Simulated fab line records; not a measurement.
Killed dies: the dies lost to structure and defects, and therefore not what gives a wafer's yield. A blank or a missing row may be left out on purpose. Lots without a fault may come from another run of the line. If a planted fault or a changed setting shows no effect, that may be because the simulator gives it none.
Comparing a struck lot with a sound one ; flow nand harc ; 19 out of 1302 route steps
Sound: these wafers, L797.1, L797.2, L797.5. Struck: wafer L809.2 (L809.4, L809.5, from the same lot, were not struck and are left out); the cause is given at the end.
Per side, at each step with rows, come the tool, then ch with its chambers, and then its first start. Under that, the readings that differ: sound wafers ; struck wafers ; difference of the means ; sigmas: that difference in standard deviations of wafers without a fault.
alike: readings with means less than 2 such deviations apart, plus words and numbers identical on both sides. not compared: withheld readings, readings lacking a value on some wafer, bounds such as >300 that could conceal the same value, and numbers that have no deviation in the record and whose values overlap.
Wherever a step has rows on one side only, a row that says differs or no value, or a row with sigmas, the two part there. Non-overlapping numbers with no deviation appear without sigmas and do not part them. A reading that every wafer of one side lacks parts them only if that side has two wafers or more.

NHARC_P_CONTACT_CMP_01: polishes SiO2, target thk 200 nm.
  sound on cmp-01 ch 0,1,3, day 6 15:49; struck on cmp-01 ch 3, day 11 22:38
  alike: motor current A
then, 10 steps without rows for these wafers: NHARC_P_CONTACT_SRD_03; NHARC_P_CONTACT_DEHYDRATE_04 (time 120 s); NHARC_P_CONTACT_HMDS_05 (time 30 s); NHARC_P_CONTACT_COAT_33 (time 75 s); NHARC_P_CONTACT_COAT_34 (time 65 s); NHARC_P_CONTACT_COAT_06 (resist thk 90 nm); NHARC_P_CONTACT_SOFTBAKE_07 (time 55 s); NHARC_P_CONTACT_EBR_08; NHARC_P_CONTACT_EXPOSE_09 (exposes mask P CA, target cd 90 nm); NHARC_P_CONTACT_PEB_10 (peb time 65 s).
NHARC_P_CONTACT_DEVELOP_11: develop time 35 s.
  sound on litho track-06 ch 0, day 6 16:00; struck on litho track-01 ch 0, day 11 23:00
NHARC_P_CONTACT_CD_MEAS_12: target cd 90 nm.
  sound on cd sem-02 ch 0, day 6 16:40; struck on cd sem-02 ch 0, day 11 23:28
  alike: cd nm
NHARC_P_CONTACT_OVL_MEAS_13:
  sound: overlay-01 at day 6 16:44; struck: overlay-01 at day 11 23:33
reading;sound;struck;difference;sigmas
overlay y nm (nm);0.8 1.8 1.3;-0.9;-2.2;-3
  alike: overlay x nm
NHARC_P_CONTACT_INSPECT_14:
  sound: defect inspect-01 at day 6 16:47; struck: defect inspect-02 at day 11 23:35
  alike: raw defect count
NHARC_P_CONTACT_DESCUM_17: chemistry O2, time 3 s.
  sound on rie diel-05 ch 0,1, day 6 16:50; struck on rie diel-05 ch 1, day 11 23:38
reading;sound;struck;difference;sigmas
model.P_CONTACT.cd nm (nm);90.01 88.38 89.11;87.37;-1.80;
  alike: drypump motor current A, oes product au, rf vpp V, showerhead plenum p Torr, throttle valve pct
  not compared: rf hours counter h
NHARC_P_CONTACT_ETCH_35: etches the open film in CF4, target depth 39 nm, time 65 s.
  sound on rie diel-05 ch 1,3, day 6 16:56; struck on rie diel-05 ch 1, day 11 23:44
reading;sound;struck;difference;sigmas
model.P_CONTACT.cd nm (nm);90.49 88.88 89.66;87.3;-2.4;
  alike: cf4 flow sccm, drypump motor current A, oes product au, rf vpp V, showerhead plenum p Torr, throttle valve pct
  not compared: rf hours counter h
NHARC_P_CONTACT_ETCH_36: etches the open film in N2/H2, target depth 260 nm, time 406.25 s.
  sound on rie diel-05 ch 0,2,3; struck on rie diel-05 ch 2
  alike: drypump motor current A, oes product au, rf vpp V, showerhead plenum p Torr, throttle valve pct
  not compared: rf hours counter h
-- jump in the record: it breaks off in module P_CONTACT and resumes in module END (first step shown: number 1302 of the route), and 18 days separate the struck wafers' starts before and after --
NHARC_END_SORT_01:
  only the struck wafers appear in the record here, on prober-02 ch 0 at day 30 10:16; the sound ones have no rows

== WHERE THEY PART ==
First at NHARC_P_CONTACT_OVL_MEAS_13; last, within this record, at NHARC_END_SORT_01.

WHY: what had been put in by the simulator
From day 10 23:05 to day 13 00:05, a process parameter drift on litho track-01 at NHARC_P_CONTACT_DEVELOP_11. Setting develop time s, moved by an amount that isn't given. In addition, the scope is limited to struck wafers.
